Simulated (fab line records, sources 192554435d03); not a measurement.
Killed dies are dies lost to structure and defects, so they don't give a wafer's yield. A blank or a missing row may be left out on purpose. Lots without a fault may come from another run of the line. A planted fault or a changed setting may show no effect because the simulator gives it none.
Which tool did it? | flow n5_finfet | 9 lots, 26 wafers sampled, at 5 steps of a route of 1938

WHAT THE GAUGES READ, wafer by wafer
N5_BEOL_M4_RC_MEAS_101. Usual: DIBL_N 35.9 mV/V, standard deviation 1.7; DIBL_P 36.0 mV/V, standard deviation 2.2; IOFF_N 0.16 nA/um, standard deviation 0.031; IOFF_P 0.21 nA/um, standard deviation 0.039; ION_N 678 uA/um, standard deviation 13; ION_P 464 uA/um, standard deviation 8.8; SS_N 71.5 mV/dec, standard deviation 0.61; SS_P 73.2 mV/dec, standard deviation 0.68; VT_N 249 mV, standard deviation 3.3; VT_P -250 mV, standard deviation 3.8.
lot  | measured     | on        | DIBL_N (mV/V)  | DIBL_P (mV/V)  | IOFF_N (nA/um) | IOFF_P (nA/um) | ION_N (uA/um) | ION_P (uA/um) | SS_N (mV/dec)  | SS_P (mV/dec)  | VT_N (mV)   | VT_P (mV)      | flag
L485 | day 8 07:40  | prober-01 | 38.4 39.0 37.1 | 37.7 39.2 36.2 | 0.21 0.23 0.19 | 0.26 0.27 0.24 | 695 705 686   | 470 480 473   | 71.6 72.3 71.4 | 73.7 74.5 73.2 | 243 245 244 | -247 -246 -247 |
L488 | day 9 01:20  | prober-01 | 31.6 33.5 37.1 | 31.5 34.6 38.8 | 0.09 0.11 0.17 | 0.13 0.15 0.21 | 641 664 676   | 450 455 457   | 70.2 70.5 71.3 | 72.0 72.4 73.5 | 258 256 250 | -260 -257 -254 |
L496 | day 10 19:24 | prober-02 | 36.7 39.1 36.3 | 37.8 40.6 37.5 | 0.17 0.20 0.16 | 0.21 0.27 0.22 | 673 675 666   | 458 466 463   | 71.7 71.5 71.2 | 73.6 74.3 73.8 | 248 245 247 | -250 -247 -252 |
L497 | day 11 10:10 | prober-02 | 34.5 34.2 35.3 | 35.4 35.6 35.0 | 0.15 0.15 0.14 | 0.22 0.23 0.21 | 668 682 659   | 462 470 455   | 70.2 71.2 71.0 | 73.0 72.5 73.0 | 250 249 253 | -247 -244 -251 |
L502 | day 12 08:00 | prober-01 | 33.5 35.2      | 31.6 34.2      | 0.12 0.14      | 0.15 0.18      | 665 675       | 452 460       | 70.6 70.9      | 72.5 73.2      | 253 249     | -253 -250      |
L503 | day 12 17:44 | prober-02 | 35.3 36.2 34.4 | 33.9 35.6 33.5 | 0.13 0.14 0.12 | 0.17 0.19 0.16 | 651 677 655   | 447 465 452   | 71.1 71.7 71.4 | 72.2 73.0 72.7 | 255 252 255 | -254 -251 -252 |
L505 | day 13 06:49 | prober-02 | 37.5 34.6 35.9 | 37.3 33.9 35.3 | 0.19 0.14 0.16 | 0.28 0.22 0.23 | 692 679 678   | 472 477 470   | 72.1 70.7 71.8 | 74.0 72.9 72.9 | 246 251 248 | -244 -246 -247 |
L506 | day 13 22:55 | prober-02 | 32.6 34.8 34.6 | 34.7 36.8 36.9 | 0.13 0.17 0.16 | 0.21 0.23 0.25 | 678 685 674   | 471 472 466   | 71.6 72.3 72.4 | 72.8 73.4 74.2 | 253 249 251 | -248 -250 -248 |
L507 | day 14 02:04 | prober-02 | 34.9 38.4 34.8 | 33.1 38.7 33.7 | 0.13 0.20 0.13 | 0.17 0.25 0.17 | 681 688 690   | 462 463 465   | 71.8 72.1 70.8 | 73.0 73.7 72.6 | 251 245 250 | -252 -249 -254 |

WHICH TOOL RAN EACH LOT (tool, then ch and the chambers of the sampled wafers, then the start)
lot  | N5_BEOL_M3_ETCH_63                 | N5_BEOL_M3_STRIP_66                | N5_BEOL_M3_ALD_98                 | N5_BEOL_M3_TRENCH_ETCH_37
L485 | rie_diel-03 ch 0,3, day 7 12:06    | rie_diel-03 ch 0,3, day 7 12:15    | ald_sin-01 ch 0,2,3, day 7 13:37  | rie_diel-04 ch 0,1, day 8 07:40 or earlier
L488 | rie_diel-01 ch 0,3, day 7 22:12    | rie_diel-01 ch 0,3, day 7 22:21    | ald_sin-04 ch 0,2,3, day 8 00:03  | rie_diel-03 ch 0,1,2, day 9 01:20 or earlier
L496 | rie_diel-01 ch 0,1,3, day 9 21:11  | rie_diel-01 ch 0,1,3, day 9 21:21  | ald_sin-01 ch 1,3, day 9 22:16    | rie_diel-01 ch 2,3, day 10 19:24 or earlier
L497 | rie_diel-01 ch 1,2,3, day 10 12:24 | rie_diel-01 ch 1,2,3, day 10 12:34 | ald_sin-01 ch 2,3, day 10 13:43   | rie_diel-04 ch 2,3, day 11 10:10 or earlier
L502 | rie_diel-03 ch 2,3, day 11 13:28   | rie_diel-03 ch 2,3, day 11 13:38   | ald_sin-03 ch 0,1, day 11 14:33   | rie_diel-01 ch 1,2, day 12 08:00 or earlier
L503 | rie_diel-01 ch 0,1,3, day 11 16:18 | rie_diel-01 ch 0,1,3, day 11 16:28 | ald_sin-04 ch 0,1,2, day 11 17:28 | rie_diel-01 ch 2,3, day 12 17:44 or earlier
L505 | rie_diel-01 ch 0,1,2, day 12 02:38 | rie_diel-01 ch 0,1,2, day 12 02:48 | ald_sin-01 ch 0,1,3, day 12 03:55 | rie_diel-04 ch 0,3, day 13 06:49 or earlier
L506 | rie_diel-03 ch 0,3, day 12 07:30   | rie_diel-03 ch 0,3, day 12 07:44   | ald_sin-01 ch 0,2,3, day 12 08:52 | rie_diel-01 ch 0,3, day 13 22:55 or earlier
L507 | rie_diel-01 ch 2,3, day 12 21:11   | rie_diel-01 ch 2,3, day 12 21:20   | ald_sin-03 ch 0,1,3, day 12 22:16 | rie_diel-04 ch 1,2, day 14 02:04 or earlier
- N5_BEOL_M3_ETCH_63: etches SiARC in CF4, target depth 15.6 nm, time 26 s.
- N5_BEOL_M3_STRIP_66: strips in CF4.
- N5_BEOL_M3_ALD_98: deposits SiO2, target thk 2.5 nm, pulse time 1 s, co reactant pulse time 1 s.
- N5_BEOL_M3_TRENCH_ETCH_37: etches SiOC in C4F6/O2, target depth 55.555 nm, time 29.2 s.

WHAT THE TOOLS THEMSELVES READ (means of the sampled wafers that have a number; where no wafer has one, the mark that the record gives instead)
N5_BEOL_M3_ETCH_63. Usual: drypump_motor_current_A 5.7 A, standard deviation 0.59; etch_rf_on_time_s 26.1 s, standard deviation 0.76; oes_product_au 0.68 a.u., standard deviation 0.075; rf_vpp_V 183.9 V, standard deviation 1.1; showerhead_plenum_p_Torr 2.14 Torr, standard deviation 0.057; throttle_valve_pct 15.57 %, standard deviation 0.27.
lot  | tool        | drypump_motor_current_A (A) | etch_rf_on_time_s (s) | oes_product_au (a.u.) | rf_vpp_V (V) | showerhead_plenum_p_Torr (Torr) | throttle_valve_pct (%) | flag
L485 | rie_diel-03 | 5.4                         | 26.4                  | 0.69                  | 184.8        | 2.19                            | 15.34                  |
L488 | rie_diel-01 | 5.8                         | 26.0                  | 0.76                  | 183.6        | 2.13                            | 15.41                  |
L496 | rie_diel-01 | 5.5                         | 25.8                  | 0.70                  | 183.8        | 2.12                            | 15.59                  |
L497 | rie_diel-01 | 5.9                         | 25.6                  | 0.70                  | 183.7        | 2.10                            | 15.53                  |
L502 | rie_diel-03 | 5.8                         | 26.5                  | 0.59                  | 182.9        | 2.12                            | 15.82                  |
L503 | rie_diel-01 | 5.4                         | 26.1                  | 0.67                  | 183.3        | 2.12                            | 15.62                  |
L505 | rie_diel-01 | 5.4                         | 25.6                  | 0.69                  | 184.2        | 2.12                            | 15.54                  |
L506 | rie_diel-03 | 5.4                         | 26.3                  | 0.66                  | 183.6        | 2.18                            | 15.40                  |
L507 | rie_diel-01 | 6.2                         | 25.1                  | 0.75                  | 182.5        | 2.09                            | 15.32                  |

N5_BEOL_M3_STRIP_66. Usual: bias_power_w 75.01 W, standard deviation 0.22; drypump_motor_current_A 5.7 A, standard deviation 0.58; oes_product_au 0.78 a.u., standard deviation 0.079; rf_vpp_V 271.1 V, standard deviation 1.3; showerhead_plenum_p_Torr 1.79 Torr, standard deviation 0.048; throttle_valve_pct 13.54 %, standard deviation 0.27.
lot  | tool        | bias_power_w (W) | drypump_motor_current_A (A) | oes_product_au (a.u.) | rf_vpp_V (V) | showerhead_plenum_p_Torr (Torr) | throttle_valve_pct (%) | flag
L485 | rie_diel-03 | 75.37            | 5.4                         | 0.81                  | 271.8        | 1.83                            | 13.34                  |
L488 | rie_diel-01 | 74.94            | 5.8                         | 0.87                  | 270.5        | 1.77                            | 13.33                  |
L496 | rie_diel-01 | 74.98            | 5.4                         | 0.80                  | 271.7        | 1.77                            | 13.56                  |
L497 | rie_diel-01 | 74.97            | 5.9                         | 0.81                  | 270.2        | 1.76                            | 13.51                  |
L502 | rie_diel-03 | 74.93            | 5.8                         | 0.70                  | 270.3        | 1.77                            | 13.80                  |
L503 | rie_diel-01 | 74.81            | 5.4                         | 0.79                  | 270.2        | 1.77                            | 13.58                  |
L505 | rie_diel-01 | 75.23            | 5.3                         | 0.81                  | 270.7        | 1.78                            | 13.55                  |
L506 | rie_diel-03 | 74.83            | 5.4                         | 0.77                  | 271.5        | 1.82                            | 13.41                  |
L507 | rie_diel-01 | 75.01            | 6.2                         | 0.85                  | 270.9        | 1.76                            | 13.31                  |

N5_BEOL_M3_ALD_98. Usual: chamber_pressure_Torr 2.000 Torr, standard deviation 0.0044; heater_power_w 79 W, standard deviation 6.7; precursor_pulse_height_rel 1.001, standard deviation 0.021.
lot  | tool       | chamber_pressure_Torr (Torr) | heater_power_w (W) | precursor_pulse_height_rel | flag
L485 | ald_sin-01 | 1.998                        | 78                 | 0.995                      |
L488 | ald_sin-04 | 2.000                        | 79                 | 1.009                      |
L496 | ald_sin-01 | -                            | -                  | -                          | OFF
L497 | ald_sin-01 | -                            | -                  | -                          | OFF
L502 | ald_sin-03 | 1.994                        | 81                 | 1.006                      |
L503 | ald_sin-04 | 2.002                        | 76                 | 0.992                      |
L505 | ald_sin-01 | 2.002                        | 78                 | 1.009                      |
L506 | ald_sin-01 | 2.001                        | 79                 | 1.002                      |
L507 | ald_sin-03 | 1.998                        | 80                 | 1.011                      |

N5_BEOL_M3_TRENCH_ETCH_37. Usual: O2_flow_sccm 10.00 sccm, standard deviation 0.031; drypump_motor_current_A 5.8 A, standard deviation 0.61; oes_product_au 0.80 a.u., standard deviation 0.091; rf_vpp_V 672 V, standard deviation 15; showerhead_plenum_p_Torr 2.83 Torr, standard deviation 0.079; throttle_valve_pct 20.90 %, standard deviation 0.29.
lot  | tool        | O2_flow_sccm (sccm) | drypump_motor_current_A (A) | oes_product_au (a.u.) | rf_vpp_V (V) | showerhead_plenum_p_Torr (Torr) | throttle_valve_pct (%) | flag
L485 | rie_diel-04 | 9.98                | 6.3                         | 0.75                  | 677          | 2.90                            | 21.13                  |
L488 | rie_diel-03 | 10.01               | 5.3                         | 0.77                  | 676          | 2.82                            | 20.78                  |
L496 | rie_diel-01 | 10.00               | 6.2                         | 0.90                  | 665          | 2.77                            | 20.49                  |
L497 | rie_diel-04 | 10.01               | 6.0                         | 0.80                  | 693          | 2.86                            | 21.14                  |
L502 | rie_diel-01 | 10.00               | 5.7                         | 0.80                  | 654          | 2.77                            | 20.71                  |
L503 | rie_diel-01 | 9.99                | 6.3                         | 0.86                  | 669          | 2.78                            | 20.69                  |
L505 | rie_diel-04 | 9.99                | 6.0                         | 0.85                  | 668          | 2.83                            | 21.13                  |
L506 | rie_diel-01 | 10.00               | 5.3                         | 0.84                  | 661          | 2.84                            | 20.76                  |
L507 | rie_diel-04 | 10.01               | 6.0                         | 0.80                  | 693          | 2.91                            | 21.10                  |

THE ANSWER, worked out from the rows above alone
Rule: a lot is off if the mean of its wafers that have a number lies more than 3 standard deviations from the usual mean. A lot without any number at a reading at which 4 lots or more have one is off too. The other lots that the step has rows for count as sound. The gauges are gone through in route order, then the tools' own readings, and for those a lot's mean is taken as printed above. The first step at which some lot is off is used, and at that step the reading that is off furthest; a lot without a number counts as furthest.
Off: L496, L497, at N5_BEOL_M3_ALD_98 (chamber_pressure_Torr). Without a number there: L496, L497.
A tool fits if, at that step or a process step before it, it ran every lot that is off, and no sound lot after the first of them. None of those tried fits.

WHAT THE SIMULATOR HAD PUT IN
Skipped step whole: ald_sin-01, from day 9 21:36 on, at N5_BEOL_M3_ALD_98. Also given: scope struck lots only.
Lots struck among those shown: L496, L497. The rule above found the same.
